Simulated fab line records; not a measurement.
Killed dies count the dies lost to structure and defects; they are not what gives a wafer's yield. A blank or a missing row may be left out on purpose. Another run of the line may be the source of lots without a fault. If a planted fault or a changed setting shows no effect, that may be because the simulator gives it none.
What tool caused it? ; flow nand harc ; 13 lots, 39 wafers sampled, at 5 steps of a route of 1159

## WHAT THE GAUGES READ, wafer by wafer
NHARC_END_SORT_01.
lot;measured;on;killed at array;killed at other;killed at periphery;killed dies;killed open;killed short
L690;day 24 05:40;prober-02;641 611 36;1 2 0;1 0 2;643 613 38;1 6 2;5 2 2
L687;day 24 22:54;prober-01;36 628 35;1 0 0;2 0 3;39 628 38;2 0 4;1 2 1

## EACH LOT AND THE TOOL THAT RAN IT (in order: tool; ch and the chambers of the sampled wafers; start)
lot;NHARC_A_STAIRCASE_ETCH_13;NHARC_A_STAIRCASE_ETCH_15;NHARC_A_STAIRCASE_ETCH_17;NHARC_A_STAIRCASE_ETCH_19
L676;rie diel-09 ch 1,2,3, day 10 04:17;rie diel-09 ch 0,1,3, no start;rie diel-09 ch 1,2, no start;rie diel-09 ch 1,2,3, no start
L678;rie diel-13 ch 0,2,3, day 11 11:38;rie diel-13 ch 1,2,3, no start;rie diel-13 ch 0,1,3, no start;rie diel-13 ch 0,1,3, no start
L677;rie diel-11 ch 0,2, day 11 12:01;rie diel-11 ch 0,1,3, no start;rie diel-11 ch 0,2,3, no start;rie diel-11 ch 1,2,3, no start
L679;rie diel-09 ch 0,1,3, day 11 12:10;rie diel-09 ch 0,1,2, no start;rie diel-09 ch 0,1,3, no start;rie diel-09 ch 0,1,3, no start
L680;rie diel-11 ch 0,1,3, day 11 15:37;rie diel-11 ch 0,1,3, no start;rie diel-11 ch 0,1, no start;rie diel-11 ch 0,1,3, no start
L681;rie diel-13 ch 1,2, day 11 19:22;rie diel-13 ch 1,2, no start;rie diel-13 ch 2,3, no start;rie diel-13 ch 0,1,2, no start
L684;rie diel-09 ch 0,1,2, day 12 16:57;rie diel-09 ch 1,2, no start;rie diel-09 ch 0,1, no start;rie diel-09 ch 0,1, no start
L682;rie diel-11 ch 0,2,3, day 13 00:53;rie diel-11 ch 1,2,3, no start;rie diel-11 ch 0,1,2, no start;rie diel-11 ch 0,1,2, no start
L686;rie diel-13 ch 0,2,3, day 13 04:11;rie diel-13 ch 0,2,3, no start;rie diel-13 ch 0,3, no start;rie diel-13 ch 1,2, no start
L690;rie diel-09 ch 0,1, day 13 21:14;rie diel-09 ch 0,1, day 24 05:40 or earlier;rie diel-09 ch 0,1,3, day 24 05:40 or earlier;rie diel-09 ch 1,2,3, day 24 05:40 or earlier
L687;rie diel-09 ch 0,1,3, day 14 00:58;rie diel-09 ch 0,2,3, day 24 22:54 or earlier;rie diel-09 ch 0,2,3, day 24 22:54 or earlier;rie diel-09 ch 0,2,3, day 24 22:54 or earlier
L696;rie diel-11 ch 0,1,2, day 15 13:53;rie diel-11 ch 1,2, no start;rie diel-11 ch 0,1,2, no start;rie diel-11 ch 0,1,3, no start
L698;rie diel-11 ch 2,3, day 16 01:14;rie diel-11 ch 0,1,3, no start;rie diel-11 ch 1,2, no start;rie diel-11 ch 2,3, no start
- NHARC_A_STAIRCASE_ETCH_13: etches the open film in C4F8/O2, target depth 100 nm, time 40.5 s.
- NHARC_A_STAIRCASE_ETCH_15: etches the open film in C4F8/O2, target depth 100 nm, time 40.5 s.
- NHARC_A_STAIRCASE_ETCH_17: etches the open film in C4F8/O2, target depth 100 nm, time 40.5 s.
- NHARC_A_STAIRCASE_ETCH_19: etches the open film in C4F8/O2, target depth 100 nm, time 40.5 s.

## WHAT THE TOOLS THEMSELVES READ (means of the sampled wafers that have a number; where no wafer has one, the mark that the record gives instead)
NHARC_A_STAIRCASE_ETCH_13.
lot;tool;bias w (W);oes product au (a.u.);rf vpp V (V)
L676;rie diel-09;998.6;0.924;895
L678;rie diel-13;999.4;0.944;891
L677;rie diel-11;1001.5;0.948;891
L679;rie diel-09;1001.6;0.934;891
L680;rie diel-11;999.7;0.944;894
L681;rie diel-13;1001.7;0.929;891
L684;rie diel-09;999.9;0.921;898
L682;rie diel-11;1000.0;0.938;891
L686;rie diel-13;999.8;0.925;897
L690;rie diel-09;1001.2;0.851;900
L687;rie diel-09;1002.3;0.884;897
L696;rie diel-11;1000.6;0.955;893
L698;rie diel-11;999.3;0.934;893

NHARC_A_STAIRCASE_ETCH_15.
lot;tool;bias w (W);oes product au (a.u.);rf vpp V (V)
L676;rie diel-09;999;0.937;891
L678;rie diel-13;1000;0.953;889
L677;rie diel-11;997;0.956;893
L679;rie diel-09;997;0.938;891
L680;rie diel-11;1003;0.939;894
L681;rie diel-13;1000;0.928;891
L684;rie diel-09;1000;0.930;903
L682;rie diel-11;1000;0.949;895
L686;rie diel-13;999;0.940;897
L690;rie diel-09;1000;0.943;901
L687;rie diel-09;1001;0.934;893
L696;rie diel-11;1000;0.964;896
L698;rie diel-11;999;0.933;891

NHARC_A_STAIRCASE_ETCH_17.
lot;tool;bias w (W);oes product au (a.u.);rf vpp V (V)
L676;rie diel-09;997;0.932;890
L678;rie diel-13;1000;0.939;893
L677;rie diel-11;1003;0.950;891
L679;rie diel-09;1003;0.946;891
L680;rie diel-11;997;0.944;895
L681;rie diel-13;998;0.930;888
L684;rie diel-09;1002;0.937;900
L682;rie diel-11;1001;0.947;892
L686;rie diel-13;1000;0.931;903
L690;rie diel-09;998;0.944;897
L687;rie diel-09;1000;0.942;895
L696;rie diel-11;999;0.956;893
L698;rie diel-11;999;0.945;896

NHARC_A_STAIRCASE_ETCH_19.
lot;tool;bias w (W);oes product au (a.u.);rf vpp V (V)
L676;rie diel-09;999;0.936;893
L678;rie diel-13;1001;0.924;893
L677;rie diel-11;1000;0.939;895
L679;rie diel-09;998;0.946;891
L680;rie diel-11;997;0.942;894
L681;rie diel-13;1000;0.930;893
L684;rie diel-09;998;0.926;895
L682;rie diel-11;998;0.951;893
L686;rie diel-13;996;0.939;892
L690;rie diel-09;1001;0.940;900
L687;rie diel-09;998;0.940;895
L696;rie diel-11;1002;0.948;892
L698;rie diel-11;1000;0.939;892

## THE ANSWER, worked out from the rows above alone
Rule: usual is defined by the lots themselves. The widest of any qualifying gaps counts: lots, ordered by their means at a reading, are off when they make up no more than a third of the lots, leave a main group of 4 or more, and stand apart from it by 3 or more times the standard deviation of that group's means. If all means in a main group match to the digits the tables above print for the reading, that group is not used. A lot without any number at a reading at which 4 lots or more have one is off too. The other lots that the step has rows for count as sound. The gauges are gone through in route order, then the tools' own readings, and for those a lot's mean is taken as printed above. The first step at which some lot is off is used, and at that step the reading that is off furthest; a lot without a number counts as furthest.
Off: L690, L687, at NHARC_A_STAIRCASE_ETCH_13 (oes product au). The main group has a mean of 0.936 a.u. with a standard deviation of 0.01.
A tool fits if, at that step or a process step before it, it ran every lot that is off, and no sound lot after the first of them. One fits: rie diel-09 at NHARC_A_STAIRCASE_ETCH_13. A fault onset in the window from L684 (day 12 16:57, its last sound lot) to L690 (day 13 21:14, its first lot off) fits.
The tool's own readings at NHARC_A_STAIRCASE_ETCH_13 bear it out: on the lots that are off they differ by more than 5 times the standard deviation of the sound lots' means. oes product au reads 0.867 a.u. there against 0.936 a.u. on the sound lots.

## WHAT THE SIMULATOR HAD PUT IN
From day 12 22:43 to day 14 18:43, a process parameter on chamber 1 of rie diel-09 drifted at NHARC_A_STAIRCASE_ETCH_13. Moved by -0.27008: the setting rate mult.
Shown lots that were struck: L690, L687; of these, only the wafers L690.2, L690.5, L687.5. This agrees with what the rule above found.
